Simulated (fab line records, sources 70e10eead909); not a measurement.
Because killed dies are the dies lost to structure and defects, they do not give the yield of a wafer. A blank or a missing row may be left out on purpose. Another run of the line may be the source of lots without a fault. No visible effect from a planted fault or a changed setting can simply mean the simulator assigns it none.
Matching of chambers + flow nand_harc + pecvd-01 running NHARC_P_GATE_DEP_103: 3 sister chambers
The step deposits SiON, target thk 30 nm. 3 wafers are shown with their chamber, then 8 later ones without.

== WAFERS PAIRED WITH THEIR CHAMBERS ==
| wafer  | chamber | heater_power_w (W) |
|--------|---------|--------------------|
| L234.6 | 0       | 798                |
| L238.4 | 2       | 705                |
| L236.1 | 1       | 649                |

== WAFERS WITHOUT THEIR CHAMBER ==
| wafer  | heater_power_w (W) |
|--------|--------------------|
| L236.5 | 806                |
| L236.6 | 663                |
| L244.1 | 719                |
| L244.3 | 790                |
| L244.6 | 791                |
| L247.1 | 779                |
| L247.2 | 722                |
| L247.5 | 712                |

== WHICH CHAMBER EACH ONE RAN IN ==
| wafer  | from the rows above | in truth                   |
|--------|---------------------|----------------------------|
| L236.5 | 0                   | 0                          |
| L236.6 | 1                   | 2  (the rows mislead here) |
| L244.1 | 2                   | 2                          |
| L244.3 | 0                   | 0                          |
| L244.6 | 0                   | 0                          |
| L247.1 | 0                   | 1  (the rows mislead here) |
| L247.2 | 2                   | 2                          |
| L247.5 | 2                   | 2                          |
Correctly placed: 6 of 8. Number that these rows cannot place: 0. Number placed wrongly: 2.
How it was worked out, from the rows above alone: a wafer's distance from a chamber is the root of the sum, over the readings, of the square of ((its reading less the chamber's mean) divided by the reading's scatter). If the next closest chamber is less than 2 further off than the closest, the wafer can't be placed; otherwise it belongs to the closest. The mean given for a chamber averages the wafers shown for that chamber. The scatter (one wafer shown for each chamber): square how far every hidden wafer sits from the nearest shown wafer, average those squares and take the square root.
